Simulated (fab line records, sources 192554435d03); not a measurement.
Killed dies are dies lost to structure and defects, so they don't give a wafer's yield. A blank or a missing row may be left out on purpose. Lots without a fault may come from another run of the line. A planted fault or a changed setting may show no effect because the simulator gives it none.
fab line records | flow n5_finfet
record lots=7 wafers=21
route steps=1938 shown BEOL_M5@1139 BEOL_M6@1221 BEOL_M7@1266 BEOL_M8@1377 BEOL_M9@1419
start_h: hours from the record's first day to the start of the lot's first wafer shown | wait_h: hours since the lot's step before | " the same as in the row above | L1.1+2: a row that stands for several wafers | - no value, or no start given | * or withheld: withheld | < > ~ a bound
route shown NAME@n: a module of which the file shows steps, and the number in the route of the first | usual: mean/standard deviation of fault-free wafers | same: alike in all rows | chamber/n: place in a boat | sites: the reading at each site | _std_site: their standard deviation | _edge_site: outer sites' mean less inner sites' | radius_mm: how far each site lies from the wafer's centre | mask NAME#n: copy n | behind: the tool/chamber that last shaped the wafer | hold: why the lot was held/for how many hours/how that ended | device: the transistor (n, p or np) that didn't switch | end of line: the same wafers' tests at the end of the route | a step without rows: its recipe alone | killed: dies lost to structure and defects at the first sort, not the wafer's yield | map: a wafer's dies, x killed, . not, _ none there
set.NAME: the setting as run; set.NAME@STEP: as run at that earlier step | model.NAME: the simulator's own value behind a step, which no gauge read
lots whose settings were changed on purpose; a table a step, a row a wafer
## steps
# step N5_BEOL_M5_COAT_65
# recipe resist=SOC temp_c=250 time_s=60 spin_rpm=1500 resist_thk_nm=60
# columns lot.wafer tool chamber start_h wait_h set.spin_rpm model.SOC_of_BEOL_M5_COAT_65.thk_nm
L074.1+2+4 litho_track-03 0 172.69 0.1 1500 60
L076.4+5+6 litho_track-03 0 191.36 1.3 1500 60
L078.2 litho_track-01 0 200.26 0.9 1609 57.8
L078.4 " 0 " " 1609 58
L078.6 " 0 " " 1500 60
L084.2 litho_track-01 0 225.16 1.3 1500 60
L084.5+6 " 0 " " 1500 59.8
L087.1+6 litho_track-01 0 261.32 0.8 1663 57
L087.5 " 0 " " 1663 57.2
L090.1+6 litho_track-05 0 267.02 0.2 1500 60
L090.3 " 0 " " 1500 60.4
L095.2+4 litho_track-03 0 289.88 0.0 1552 58.8
L095.6 " 0 " " 1500 59.8
# step N5_BEOL_M5_COAT_66
# recipe resist=SiARC temp_c=220 time_s=60 spin_rpm=1500 resist_thk_nm=12
# step N5_BEOL_M5_COAT_74
# recipe resist=underlayer temp_c=205 time_s=60 spin_rpm=1500 resist_thk_nm=5
# step N5_BEOL_M5_ETCH_75
# recipe chemistry=N2/H2 target=underlayer target_depth_a=65 mask_material=CAR-EUV time_s=5.2 ion_energy_ev=200 pressure_mtorr=30 source_w=840 bias_w=150 n2_flow_sccm=200 h2_flow_sccm=200 ends=cleared
# step N5_BEOL_M5_ETCH_67
# recipe chemistry=CF4 target=SiARC target_depth_a=156 mask_material=CAR-EUV time_s=26 ion_energy_ev=80 pressure_mtorr=40 source_w=545 bias_w=36 Ar_flow_sccm=100 cf4_flow_sccm=100 ends=cleared
# step N5_BEOL_M5_ETCH_68
# recipe chemistry=N2/H2 target=SOC target_depth_a=800 overetch_a=160 mask_material=SiARC temp_c=40 time_s=120 ion_energy_ev=200 pressure_mtorr=30 source_w=840 bias_w=150 n2_flow_sccm=200 h2_flow_sccm=200
# columns lot.wafer tool chamber start_h wait_h set.spin_rpm@BEOL_M5_COAT_65 model.etch.depth_nm
L074.1 rie_diel-03 3 173.32 0.0 1500 60.06
L074.2 " 2 " " 1500 60.03
L074.4 " 0 " " 1500 60.02
L076.4+6 rie_diel-04 2,0 192.75 0.0 1500 59.99
L076.5 " 3 " " 1500 60.01
L078.2 rie_diel-05 1 200.74 0.0 1609 57.78
L078.4 " 3 " " 1609 57.99
L078.6 " 2 " " 1500 60.07
L084.2 rie_diel-05 3 225.66 0.0 1500 59.94
L084.5 " 2 " " 1500 59.83
L084.6 " 1 " " 1500 59.8
L087.1 rie_diel-04 3 261.92 0.0 1663 57.03
L087.5 " 2 " " 1663 57.18
L087.6 " 1 " " 1663 56.99
L090.1 rie_diel-04 1 267.50 0.0 1500 60.04
L090.3 " 3 " " 1500 60.3
L090.6 " 1 " " 1500 60.07
L095.2 rie_diel-04 3 290.58 0.0 1552 58.84
L095.4 " 1 " " 1552 58.82
L095.6 " 3 " " 1500 59.85
# step N5_BEOL_M5_STRIP_69
# recipe chemistry=N2/H2 temp_c=40 n2_flow_sccm=200 h2_flow_sccm=200 rf_frequency_hz=6e+07
# step N5_BEOL_M5_STRIP_76
# recipe chemistry=N2/H2 temp_c=40 n2_flow_sccm=200 h2_flow_sccm=200 rf_frequency_hz=6e+07
# step N5_BEOL_M5_VIA_ETCH_34
# recipe chemistry=C4F6/O2 target=SiCOH_lowk target_depth_a=883 mask_material=SOC taper_deg=4 time_s=39.2 ion_energy_ev=250 pressure_mtorr=30 source_w=345 bias_w=185 Ar_flow_sccm=300 C4F6_flow_sccm=10 O2_flow_sccm=10
# columns lot.wafer tool chamber start_h wait_h set.spin_rpm@BEOL_M5_COAT_65 model.SOC_of_BEOL_M5_COAT_65.thk_nm
L074.1 rie_diel-03 3 173.42 0.0 1500 55.8
L074.2+4 " 2,0 " " 1500 56
L076.4+5+6 rie_diel-04 2,3,0 192.85 0.0 1500 56
L078.2 rie_diel-05 1 200.84 0.0 1609 53.4
L078.4 " 3 " " 1609 53.8
L078.6 " 2 " " 1500 55.8
L084.2+5 rie_diel-05 3,2 225.76 0.0 1500 55.8
L084.6 " 1 " " 1500 55.6
L087.1+6 rie_diel-04 3,1 262.02 0.0 1663 52.8
L087.5 " 2 " " 1663 53.2
L090.1+6 rie_diel-04 1 267.60 0.0 1500 55.8
L090.3 " 3 " " 1500 56.2
L095.2 rie_diel-04 3 290.68 0.0 1552 54.8
L095.4 " 1 " " 1552 54.6
L095.6 " 3 " " 1500 55.8
# step N5_BEOL_M6_COAT_22
# recipe resist=CAR-EUV spin_rpm=1500 resist_thk_nm=30
# columns lot.wafer tool chamber start_h wait_h set.spin_rpm model.CAR-EUV_of_BEOL_M6_COAT_22.thk_nm
L074.1+4 litho_track-04 0 - - 1500 30
L074.2 " 0 " " 1607 29
L076.4 litho_track-04 0 - - 1500 30
L076.5+6 " 0 " " 1427 30.8
L078.2+4 litho_track-05 0 - - 1581 29.4
L078.6 " 0 " " 1500 30
L084.2 litho_track-04 0 - - 1500 30.2
L084.5+6 " 0 " " 1500 30
L087.1 litho_track-04 0 - - 1345 31.8
L087.5+6 " 0 " " 1500 30
L090.1 litho_track-02 0 - - 1431 30.8
L090.3+6 " 0 " " 1500 30
L095.2 litho_track-04 0 - - 1500 30.2
L095.4+6 " 0 " " 1500 30
# step N5_BEOL_M6_EXPOSE_25
# recipe mask_id=V5 na=0.33 source_shape=annular sigma_inner=0.4 sigma_outer=0.8 polarization=unpolarized target_cd_nm=40 dose_mj=45
# columns lot.wafer tool chamber start_h wait_h mask set.dose_mj
L074.1 euv_scanner-01 0 184.29 - V5#0 45
L074.2+4 " 0 " " V5#0 43.93
L076.4+6 euv_scanner-01 0 205.20 - V5#0 45
L076.5 " 0 " " V5#0 48.26
L078.2+6 euv_scanner-01 0 212.56 - V5#0 45
L078.4 " 0 " " V5#0 45.9
L084.2+5+6 euv_scanner-01 0 237.21 - V5#0 45
L087.1+6 euv_scanner-02 0 273.69 - V5#0 44
L087.5 " 0 " " V5#0 45
L090.1+3 euv_scanner-02 0 278.50 - V5#0 43.23
L090.6 " 0 " " V5#0 45
L095.2+6 euv_scanner-02 0 302.93 - V5#0 45
L095.4 " 0 " " V5#0 41.83
# step N5_BEOL_M6_PEB_26
# recipe peb_temp_c=100 peb_time_s=60 resist=CAR-EUV
# step N5_BEOL_M6_DEVELOP_27
# recipe develop_time_s=30 developer=TMAH resist=CAR-EUV rinse_liquid=surfactant_rinse dry=air_spin dev_temp_c=23
# columns lot.wafer tool chamber start_h wait_h set.spin_rpm@BEOL_M6_COAT_22 model.CAR-EUV_of_BEOL_M6_COAT_22.thk_nm
L074.1 litho_track-02 0 - - 1500 29.6
L074.2 " 0 " " 1607 28.4
L074.4 " 0 " " 1500 29.4
L076.4 litho_track-02 0 - - 1500 29.6
L076.5+6 " 0 " " 1427 30.4
L078.2+4 litho_track-04 0 - - 1581 28.8
L078.6 " 0 " " 1500 29.6
L084.2+5+6 litho_track-02 0 - - 1500 29.6
L087.1 litho_track-05 0 - - 1345 31.4
L087.5+6 " 0 " " 1500 29.6
L090.1 litho_track-04 0 - - 1431 30.4
L090.3+6 " 0 " " 1500 29.6
L095.2+4+6 litho_track-05 0 - - 1500 29.6
# step N5_BEOL_M6_CD_MEAS_28
# recipe target_cd_nm=40 landing_energy_ev=500 detector=se_inlens
# usual cd_nm=39.99/0.22
# columns lot.wafer tool chamber start_h wait_h set.dose_mj@BEOL_M6_EXPOSE_25 cd_nm
L074.1 cd_sem-03 0 184.43 - 45 40.05
L074.2 " 0 " " 43.93 39.38
L074.4 " 0 " " 43.93 39.49
L076.4 cd_sem-01 0 205.32 - 45 40.22
L076.5 " 0 " " 48.26 41.51
L076.6 " 0 " " 45 40.17
L078.2 cd_sem-01 0 212.69 - 45 40.37
L078.4 " 0 " " 45.9 40.32
L078.6 " 0 " " 45 39.98
L084.2 cd_sem-01 0 237.34 - 45 39.70
L084.5 " 0 " " 45 39.60
L084.6 " 0 " " 45 39.74
L087.1 cd_sem-03 0 273.82 - 44 39.99
L087.5 " 0 " " 45 39.63
L087.6 " 0 " " 44 39.85
L090.1 cd_sem-03 0 278.64 - 43.23 39.04
L090.3 " 0 " " 43.23 39.38
L090.6 " 0 " " 45 39.92
L095.2 cd_sem-02 0 303.06 - 45 39.87
L095.4 " 0 " " 41.83 38.19
L095.6 " 0 " " 45 40.05
# step N5_BEOL_M6_DESCUM_33
# recipe chemistry=O2 time_s=7 source_power_w=50 bias_power_w=20 pressure_mtorr=20 rf_frequency_hz=2.712e+07 temp_c=40 resist=CAR-EUV o2_flow_sccm=225
# columns lot.wafer tool chamber start_h wait_h set.dose_mj@BEOL_M6_EXPOSE_25 model.BEOL_M6.cd_nm
L074.1 rie_diel-01 2 184.84 0.3 45 40
L074.2+4 " 0,3 " " 43.93 39.4
L076.4+6 rie_diel-02 0,1 205.44 0.0 45 40
L076.5 " 2 " " 48.26 41.6
L078.2+6 rie_diel-06 2,3 212.98 0.2 45 40.2
L078.4 " 3 " " 45.9 40.8
L084.2+5+6 rie_diel-02 0,0,3 237.46 0.0 45 40
L087.1 rie_diel-02 3 273.95 0.0 44 39.6
L087.5 " 1 " " 45 40
L087.6 " 2 " " 44 39.4
L090.1 rie_diel-02 3 278.76 0.0 43.23 38.8
L090.3 " 0 " " 43.23 39
L090.6 " 0 " " 45 40.2
L095.2+6 rie_diel-06 2,0 303.19 0.0 45 40
L095.4 " 0 " " 41.83 38.2
# step N5_BEOL_M6_ETCH_72
# recipe chemistry=N2/H2 target=underlayer target_depth_a=65 mask_material=CAR-EUV time_s=5.2 ion_energy_ev=200 pressure_mtorr=30 source_w=840 bias_w=150 n2_flow_sccm=200 h2_flow_sccm=200 ends=cleared
# columns lot.wafer tool chamber start_h wait_h set.dose_mj@BEOL_M6_EXPOSE_25 model.BEOL_M6.cd_nm
L074.1 rie_diel-01 2 184.87 0.0 45 40
L074.2+4 " 0,3 " " 43.93 39.4
L076.4 rie_diel-02 0 205.47 0.0 45 40
L076.5 " 2 " " 48.26 41.6
L076.6 " 1 " " 45 39.8
L078.2+6 rie_diel-06 2,3 213.02 0.0 45 40.2
L078.4 " 3 " " 45.9 40.8
L084.2+5+6 rie_diel-02 0,0,3 237.50 0.0 45 40
L087.1 rie_diel-02 3 273.98 0.0 44 39.6
L087.5 " 1 " " 45 40
L087.6 " 2 " " 44 39.4
L090.1 rie_diel-02 3 278.80 0.0 43.23 38.8
L090.3 " 0 " " 43.23 39
L090.6 " 0 " " 45 40.2
L095.2+6 rie_diel-06 2,0 303.22 0.0 45 39.8
L095.4 " 0 " " 41.83 38.2
# step N5_BEOL_M7_PECVD_70
# recipe material=SiO2 target_thk_a=200 temp_c=400 precursor=TEOS/O2 pressure_torr=5.5 rf_w=450 teos_flow_sccm=53.8 gas=O2 flow_sccm=3000 time_s=22.7
# columns lot.wafer tool chamber start_h wait_h set.temp_c model.SiO2_of_BEOL_M7_PECVD_70.thk_nm
L074.1 pecvd-02 2 189.91 0.0 400 19.8
L074.2+4 " 0,2 " " 392.7 20.8
L076.4 pecvd-04 2 209.29 0.1 400 20
L076.5+6 " 1,0 " " 416.8 17.8
L078.2 pecvd-01 1 217.33 0.0 400 19.6
L078.4 " 0 " " 400 20.2
L078.6 " 2 " " 400 20
L084.2 pecvd-02 1 241.66 0.0 400 20
L084.5+6 " 1,0 " " 400 20.4
L087.1 pecvd-02 0 278.76 0.0 390.3 21
L087.5 " 1 " " 390.3 21.8
L087.6 " 2 " " 400 20.6
L090.1 pecvd-01 0 286.46 0.0 400 20.2
L090.3 " 2 " " 417.5 17.4
L090.6 " 0 " " 400 20
L095.2 pecvd-02 2 306.71 0.0 400 19.4
L095.4 " 2 " " 400 20
L095.6 " 1 " " 389 21.8
# step N5_BEOL_M7_VIA_ETCH_34
# recipe chemistry=C4F6/O2 target=SiCOH_lowk target_depth_a=1255 mask_material=SOC taper_deg=4 time_s=50.5 ion_energy_ev=250 pressure_mtorr=30 source_w=345 bias_w=185 Ar_flow_sccm=300 C4F6_flow_sccm=10 O2_flow_sccm=10
# usual rf_vpp_V=661/6.6
# columns lot.wafer tool chamber start_h wait_h set.source_w rf_vpp_V model.SOC_of_BEOL_M7_COAT_63.thk_nm
L074.1 rie_diel-05 3 193.19 0.0 319.4 687 54.4
L074.2 " 2 " " 345 670 54
L074.4 " 1 " " 319.4 689 54.2
L076.4 rie_diel-04 2 212.62 0.0 345 661 54.2
L076.5 " 1 " " 345 649 54
L076.6 " 0 " " 345 662 54
L078.2 rie_diel-05 3 222.48 0.0 345 659 54
L078.4 " 0 " " 345 665 54.2
L078.6 " 0 " " 297.3 719 54.6
L084.2 rie_diel-04 2 244.55 0.0 345 663 54
L084.5 " 0 " " 345 662 54.2
L084.6 " 3 " " 345 651 54
L087.1 rie_diel-03 1 281.92 0.0 345 650 54
L087.5 " 3 " " 317.3 691 54
L087.6 " 2 " " 317.3 695 54.2
L090.1 rie_diel-05 1 290.12 0.0 345 662 53.8
L090.3 " 0 " " 406.1 614 53.4
L090.6 " 0 " " 345 665 54
L095.2 rie_diel-03 0 311.58 0.0 345 668 54.4
L095.4 " 0 " " 387 630 54
L095.6 " 1 " " 345 650 54.4
# step N5_BEOL_M7_ETCH_41
# recipe chemistry=CH3F/O2 target=SiCN target_depth_a=319 taper_deg=2 time_s=57.8 ion_energy_ev=120 mask_material=TiN pressure_mtorr=30 source_w=395 bias_w=75 Ar_flow_sccm=150 CH3F_flow_sccm=30 O2_flow_sccm=20
# usual rf_vpp_V=297.3/1.7
# columns lot.wafer tool chamber start_h wait_h set.source_w rf_vpp_V
L074.1 rie_diel-05 3 - - 395 296.6
L074.2 " 2 " " 395 299.8
L074.4 " 1 " " 342.9 313.8
L076.4 rie_diel-04 2 - - 395 297.9
L076.5 " 1 " " 395 297.2
L076.6 " 0 " " 395 296.4
L078.2 rie_diel-05 3 - - 395 297.0
L078.4 " 0 " " 395 295.7
L078.6 " 0 " " 395 296.5
L084.2 rie_diel-04 2 - - 395 298.5
L084.5 " 0 " " 395 297.8
L084.6 " 3 " " 395 295.0
L087.1 rie_diel-03 1 - - 395 294.7
L087.5 " 3 " " 432.5 291.2
L087.6 " 2 " " 395 297.7
L090.1 rie_diel-05 1 - - 395 296.9
L090.3 " 0 " " 395 295.4
L090.6 " 0 " " 395 296.9
L095.2 rie_diel-03 0 - - 438.7 285.6
L095.4 " 0 " " 395 297.1
L095.6 " 1 " " 395 294.8
# step N5_BEOL_M8_TRENCH_ETCH_37
# recipe chemistry=C4F6/O2 target_depth_a=934.78 target=SiCOH_lowk time_s=31.2 ion_energy_ev=250 pressure_mtorr=30 source_w=345 bias_w=185 Ar_flow_sccm=300 C4F6_flow_sccm=10 O2_flow_sccm=10
# usual rf_vpp_V=664/5.7
# columns lot.wafer tool chamber start_h wait_h set.source_w rf_vpp_V model.etch.depth_nm model.BEOL_M8.feature_depth_nm
L074.1 rie_diel-06 3 - - 345 662 93.11 93.2
L074.2 " 2 " " 307.9 703 89.98 90
L074.4 " 1 " " 307.9 698 89.44 89.4
L076.4 rie_diel-01 2 - - 366.7 636 94.51 94.6
L076.5 " 2 " " 345 657 92.74 92.8
L076.6 " 1 " " 366.7 653 96.02 96
L078.2 rie_diel-02 2 - - 365.5 646 94.91 95
L078.4 " 0 " " 365.5 646 96.86 96.8
L078.6 " 3 " " 365.5 650 95.41 95.4
L084.2 rie_diel-01 1 - - 345 673 93.01 93
L084.5 " 0 " " 345 657 90.54 90.6
L084.6 " 1 " " 345 673 93.42 93.4
L087.1 rie_diel-01 0 - - 285.9 723 83.44 83.4
L087.5 " 0 " " 345 656 89.51 89.6
L087.6 " 3 " " 285.9 738 85.96 86
L090.1 rie_diel-06 1 - - 345 657 93.14 93.2
L090.3 " 0 " " 345 666 94.17 94.2
L090.6 " 3 " " 312.4 698 90.03 90
L095.2 rie_diel-06 0 - - 283.7 735 87.37 87.4
L095.4 " 3 " " 345 662 92.87 92.8
L095.6 " 0 " " 283.7 735 87.03 87
# step N5_BEOL_M8_ETCH_41
# recipe chemistry=CH3F/O2 target=SiCN target_depth_a=319 taper_deg=2 time_s=57.8 ion_energy_ev=120 mask_material=TiN pressure_mtorr=30 source_w=395 bias_w=75 Ar_flow_sccm=150 CH3F_flow_sccm=30 O2_flow_sccm=20
# step N5_BEOL_M8_STRIP_80
# recipe chemistry=N2/H2 time_s=10 power_w=450 temp_c=40 pressure_mtorr=20 rf_frequency_hz=6e+07 bias_power_w=7 n2_flow_sccm=200 h2_flow_sccm=200
# step N5_BEOL_M8_OCD_MEAS_38
# usual trench_depth_nm=93.0/1.2
# columns lot.wafer tool chamber start_h wait_h set.source_w@BEOL_M8_TRENCH_ETCH_37 trench_depth_nm
L074.1 ocd-02 - 201.07 - 345 93.5
L074.2 " - " " 307.9 90.0
L074.4 " - " " 307.9 88.9
L076.4 ocd-01 - 222.73 - 366.7 94.3
L076.5 " - " " 345 93.1
L076.6 " - " " 366.7 95.8
L078.2 ocd-02 - 231.38 - 365.5 94.9
L078.4 " - " " 365.5 96.7
L078.6 " - " " 365.5 95.9
L084.2 ocd-02 - 252.25 - 345 92.6
L084.5 " - " " 345 90.5
L084.6 " - " " 345 93.7
L087.1 ocd-01 - 290.83 - 285.9 83.3
L087.5 " - " " 345 90.0
L087.6 " - " " 285.9 85.9
L090.1 ocd-02 - 298.60 - 345 93.8
L090.3 " - " " 345 93.9
L090.6 " - " " 312.4 89.8
L095.2 ocd-01 - 317.74 - 283.7 87.5
L095.4 " - " " 345 93.0
L095.6 " - " " 283.7 86.4
# step N5_BEOL_M8_HM_STRIP_39
# recipe chemistry=peroxide_tin_strip material=TiN target_depth_a=250 temp_c=50 time_s=158
# step N5_BEOL_M8_SRD_40
# recipe time_s=30 temp_c=23 rinse_liquid=diw dry=ipa_marangoni
# step N5_BEOL_M8_PRE_CLEAN_55
# recipe gas=NH3 time_s=15 temp_c=withheld rf_power_w=300
# step N5_BEOL_M8_DEP_56
# recipe material=SiCN target_thk_a=100 temp_c=withheld precursor=3MS/NH3 pressure_torr=3 rf_w=202 time_s=17.5
# step N5_BEOL_M8_RS_MEAS_57
# recipe thk_meas_gauge=four-point-probe reads=Cu_of_BEOL_M8_ECD_50+Co_of_BEOL_M8_CVD_78+TaN_of_BEOL_M8_ALD_77
# usual M8_RS=0.288/0.0068
# columns lot.wafer tool chamber start_h wait_h set.source_w@BEOL_M8_TRENCH_ETCH_37 M8_RS[ohm/sq]
L074.1 film_metro-02 - 203.78 0.1 345 0.291
L074.2 " - " " 307.9 0.306
L074.4 " - " " 307.9 0.306
L076.4 film_metro-02 - 225.82 0.0 366.7 0.278
L076.5 " - " " 345 0.294
L076.6 " - " " 366.7 0.277
L078.2 film_metro-01 - 233.87 0.1 365.5 0.281
L078.4 " - " " 365.5 0.267
L078.6 " - " " 365.5 0.270
L084.2 film_metro-02 - 254.60 0.1 345 0.282
L084.5 " - " " 345 0.293
L084.6 " - " " 345 0.284
L087.1 film_metro-02 - 293.76 0.1 285.9 0.331
L087.5 " - " " 345 0.310
L087.6 " - " " 285.9 0.321
L090.1 film_metro-01 - 302.10 0.1 345 0.293
L090.3 " - " " 345 0.289
L090.6 " - " " 312.4 0.303
L095.2 film_metro-01 - 319.93 0.1 283.7 0.321
L095.4 " - " " 345 0.291
L095.6 " - " " 283.7 0.320
# step N5_BEOL_M9_ETCH_62
# recipe chemistry=N2/H2 target=SOC target_depth_a=1100 overetch_a=220 mask_material=SiARC temp_c=40 time_s=165 ion_energy_ev=200 pressure_mtorr=30 source_w=840 bias_w=150 n2_flow_sccm=200 h2_flow_sccm=200
# columns lot.wafer tool chamber start_h wait_h set.time_s model.SiARC_of_BEOL_M9_COAT_60.thk_nm
L074.1 rie_diel-05 0 206.73 0.0 165 23.4
L074.2 " 2 " " 165 23.6
L074.4 " 1 " " 177.5 22.8
L076.4 rie_diel-04 0 227.86 0.0 165 23.8
L076.5 " 1 " " 165 23.4
L076.6 " 2 " " 138.1 24.6
L078.2+6 rie_diel-03 3,0 235.80 0.0 165 23.4
L078.4 " 2 " " 165 23.6
L084.2 rie_diel-03 0 256.87 0.0 165 23.4
L084.5+6 " 1,0 " " 165 23.6
L087.1 rie_diel-05 0 297.91 0.0 165 23.2
L087.5 " 3 " " 165 23.4
L087.6 " 2 " " 141 24.4
L090.1+3 rie_diel-03 2,3 305.30 0.0 150.7 24.2
L090.6 " 1 " " 165 23.8
L095.2+4+6 rie_diel-05 1,3,2 321.93 0.0 165 23.4
## key
split step=N5_BEOL_M5_COAT_65 setting=spin_rpm stated=1500 by=wafer
response step=N5_BEOL_M5_COAT_65 reading=model.SOC_of_BEOL_M5_COAT_65.thk_nm change=-0.289 per=1% r=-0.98
response step=N5_BEOL_M5_ETCH_68 reading=model.etch.depth_nm change=-0.299 per=1% r=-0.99
response step=N5_BEOL_M5_VIA_ETCH_34 reading=model.SOC_of_BEOL_M5_COAT_65.thk_nm change=-0.305 per=1% r=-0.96
split step=N5_BEOL_M6_COAT_22 setting=spin_rpm stated=1500 by=wafer
response step=N5_BEOL_M6_COAT_22 reading=model.CAR-EUV_of_BEOL_M6_COAT_22.thk_nm change=-0.158 per=1% r=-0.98
response step=N5_BEOL_M6_DEVELOP_27 reading=model.CAR-EUV_of_BEOL_M6_COAT_22.thk_nm change=-0.165 per=1% r=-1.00
split step=N5_BEOL_M6_EXPOSE_25 setting=dose_mj stated=45 by=wafer
response step=N5_BEOL_M6_CD_MEAS_28 reading=cd_nm change=+0.196 per=1% r=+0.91
response step=N5_BEOL_M6_DESCUM_33 reading=model.BEOL_M6.cd_nm change=+0.251 per=1% r=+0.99
response step=N5_BEOL_M6_ETCH_72 reading=model.BEOL_M6.cd_nm change=+0.245 per=1% r=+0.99
split step=N5_BEOL_M7_PECVD_70 setting=temp_c stated=400 by=wafer
response step=N5_BEOL_M7_PECVD_70 reading=model.SiO2_of_BEOL_M7_PECVD_70.thk_nm change=-0.571 per=1% r=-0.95
split step=N5_BEOL_M7_VIA_ETCH_34 setting=source_w stated=345 by=wafer
response step=N5_BEOL_M7_VIA_ETCH_34 reading=rf_vpp_V change=-3.24 per=1% r=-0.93
response step=N5_BEOL_M7_VIA_ETCH_34 reading=model.SOC_of_BEOL_M7_COAT_63.thk_nm change=-0.0306 per=1% r=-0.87
split step=N5_BEOL_M7_ETCH_41 setting=source_w stated=395 by=wafer
response step=N5_BEOL_M7_ETCH_41 reading=rf_vpp_V change=-0.95 per=1% r=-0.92
split step=N5_BEOL_M8_TRENCH_ETCH_37 setting=source_w stated=345 by=wafer
response step=N5_BEOL_M8_TRENCH_ETCH_37 reading=rf_vpp_V change=-3.99 per=1% r=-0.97
response step=N5_BEOL_M8_TRENCH_ETCH_37 reading=model.etch.depth_nm change=+0.316 per=1% r=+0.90
response step=N5_BEOL_M8_TRENCH_ETCH_37 reading=model.BEOL_M8.feature_depth_nm change=+0.318 per=1% r=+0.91
response step=N5_BEOL_M8_OCD_MEAS_38 reading=trench_depth_nm change=+0.343 per=1% r=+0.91
response step=N5_BEOL_M8_RS_MEAS_57 reading=M8_RS change=-0.0014 per=1% r=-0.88
split step=N5_BEOL_M9_ETCH_62 setting=time_s stated=165 by=wafer
response step=N5_BEOL_M9_ETCH_62 reading=model.SiARC_of_BEOL_M9_COAT_60.thk_nm change=-0.0673 per=1% r=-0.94
